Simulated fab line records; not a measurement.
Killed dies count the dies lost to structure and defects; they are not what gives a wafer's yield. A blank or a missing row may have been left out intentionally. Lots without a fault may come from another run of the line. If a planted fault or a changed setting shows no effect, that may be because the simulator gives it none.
Chamber matching ; flow n5-finfet ; 4 sister chambers for N5_PASSIVATION_ETCH_54 on rie-diel-01
The step etches SiO2 in CHF3/O2, target depth 880 nm, time 440 s. 8 wafers are shown with their chamber, then 7 later ones without.

== WAFERS PAIRED WITH THEIR CHAMBERS ==
wafer;chamber;rf-vpp-V (V);showerhead-plenum-p-Torr (Torr)
L076.4;0;509;2.43
L082.3;1;540;2.45
L082.5;2;525;2.58
L085.1;2;526;2.58
L085.4;0;507;2.42
L085.5;3;538;2.39
L089.2;3;538;2.39
L089.4;1;536;2.44

== WAFERS MISSING THEIR CHAMBER ==
wafer;rf-vpp-V (V);showerhead-plenum-p-Torr (Torr)
L089.6;539;2.39
L095.1;506;2.41
L095.4;536;2.44
L095.5;525;2.57
L096.1;526;2.57
L096.2;507;2.41
L096.3;538;2.44

== EACH ONE'S CHAMBER ==
wafer;from the rows above;in truth
L089.6;3;3
L095.1;0;0
L095.4;1;1
L095.5;2;2
L096.1;2;2
L096.2;0;0
L096.3;1;1
Correctly placed: 7 of 7. Left unplaced by these rows: 0. Placed wrongly: 0.
How it was worked out, from the rows above alone: a wafer's distance from a chamber is the root of the sum, over the readings, of the square of ((its reading less the chamber's mean) divided by the reading's scatter). If the next closest chamber is less than 2 further off than the closest, the wafer can't be placed; otherwise it belongs to the closest. A chamber's mean is the mean of its shown wafers. The scatter: the root of (the sum of the squares of (reading less its chamber's mean) over the shown wafers, divided by (wafers less chambers)).
